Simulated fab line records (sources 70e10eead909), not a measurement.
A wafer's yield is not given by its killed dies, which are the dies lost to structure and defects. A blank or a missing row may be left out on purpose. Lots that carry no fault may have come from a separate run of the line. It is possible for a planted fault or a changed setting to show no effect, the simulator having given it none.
Matching of chambers :: flow nand harc :: NHARC_A_ONON_D1_DEP_33 on pecvd-02 has 3 sister chambers
The step deposits SiO2, target thk 200 nm. 16 wafers are shown with their chamber, then 8 later ones without.

## WAFERS PAIRED WITH THEIR CHAMBERS
wafer: L076.1
chamber: 2
throttle valve pct (%): 16.0
heater power w (W): 442
rf fwd power W (W): 898

wafer: L076.3
chamber: 0
throttle valve pct (%): 15.3
heater power w (W): 462
rf fwd power W (W): 897

wafer: L076.4
chamber: 2
throttle valve pct (%): 15.8
heater power w (W): 437
rf fwd power W (W): 898

wafer: L077.1
chamber: 1
throttle valve pct (%): 16.0
heater power w (W): 525
rf fwd power W (W): 893

wafer: L077.2
chamber: 2
throttle valve pct (%): 16.0
heater power w (W): 471
rf fwd power W (W): 896

wafer: L077.4
chamber: 2
throttle valve pct (%): 16.0
heater power w (W): 475
rf fwd power W (W): 899

wafer: L079.1
chamber: 0
throttle valve pct (%): 15.2
heater power w (W): 605
rf fwd power W (W): 900

wafer: L079.2
chamber: 2
throttle valve pct (%): 16.1
heater power w (W): 493
rf fwd power W (W): 897

wafer: L079.6
chamber: 2
throttle valve pct (%): 16.1
heater power w (W): 496
rf fwd power W (W): 896

wafer: L081.2
chamber: 1
throttle valve pct (%): 15.9
heater power w (W): 581
rf fwd power W (W): 899

wafer: L081.4
chamber: 0
throttle valve pct (%): 15.4
heater power w (W): 473
rf fwd power W (W): 897

wafer: L081.6
chamber: 1
throttle valve pct (%): 15.5
heater power w (W): 565
rf fwd power W (W): 900

wafer: L084.1
chamber: 0
throttle valve pct (%): 15.2
heater power w (W): 495
rf fwd power W (W): 899

wafer: L084.2
chamber: 2
throttle valve pct (%): 15.8
heater power w (W): 479
rf fwd power W (W): 901

wafer: L084.6
chamber: 2
throttle valve pct (%): 15.9
heater power w (W): 485
rf fwd power W (W): 905

wafer: L086.1
chamber: 0
throttle valve pct (%): 15.3
heater power w (W): 632
rf fwd power W (W): 898

SIGNATURES (averages over the wafers above)
reading: throttle valve pct
chamber 0: 15.280
chamber 1: 15.800
chamber 2: 15.963
scatter within a chamber: 0.143

reading: heater power w
chamber 0: 533.40
chamber 1: 557.00
chamber 2: 472.25
scatter within a chamber: 48.1

reading: rf fwd power W
chamber 0: 898.20
chamber 1: 897.33
chamber 2: 898.75
scatter within a chamber: 2.76
Rule: for each reading, subtract the chamber's mean from the wafer's reading, divide by that reading's scatter and square the result; add these up over the readings and take the root, which gives the wafer's distance from the chamber. The wafer belongs to the nearest chamber; if the next one is less than 2 further off, it can't be placed. The scatter: take each reading less its chamber's mean, square it, sum over the shown wafers, divide by the number of wafers less the number of chambers, and take the root.

## WAFERS WITH NO CHAMBER GIVEN
wafer: L086.4
throttle valve pct (%): 16.0
heater power w (W): 497
rf fwd power W (W): 903

wafer: L086.5
throttle valve pct (%): 15.3
heater power w (W): 468
rf fwd power W (W): 897

wafer: L089.1
throttle valve pct (%): 15.4
heater power w (W): 530
rf fwd power W (W): 899

wafer: L089.3
throttle valve pct (%): 15.9
heater power w (W): 395
rf fwd power W (W): 894

wafer: L089.6
throttle valve pct (%): 16.1
heater power w (W): 411
rf fwd power W (W): 893

wafer: L097.4
throttle valve pct (%): 15.4
heater power w (W): 473
rf fwd power W (W): 898

wafer: L097.5
throttle valve pct (%): 16.0
heater power w (W): 491
rf fwd power W (W): 901

wafer: L097.6
throttle valve pct (%): 16.3
heater power w (W): 612
rf fwd power W (W): 896

## THE CHAMBER EACH PASSED THROUGH
wafer: L086.4
from the rows above: can't be placed: 2 or 1
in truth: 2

wafer: L086.5
from the rows above: 0
in truth: 0

wafer: L089.1
from the rows above: 0
in truth: 0

wafer: L089.3
from the rows above: can't be placed: 2 or 1
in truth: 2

wafer: L089.6
from the rows above: can't be placed: 2 or 1
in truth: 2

wafer: L097.4
from the rows above: can't be placed: 0 or 1
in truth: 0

wafer: L097.5
from the rows above: can't be placed: 2 or 1
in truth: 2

wafer: L097.6
from the rows above: can't be placed: 1 or 2
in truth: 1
Placed correctly: 2 of 8. Not placeable from these rows: 6 (in 6, the candidates include the true chamber). Placed wrongly: 0.
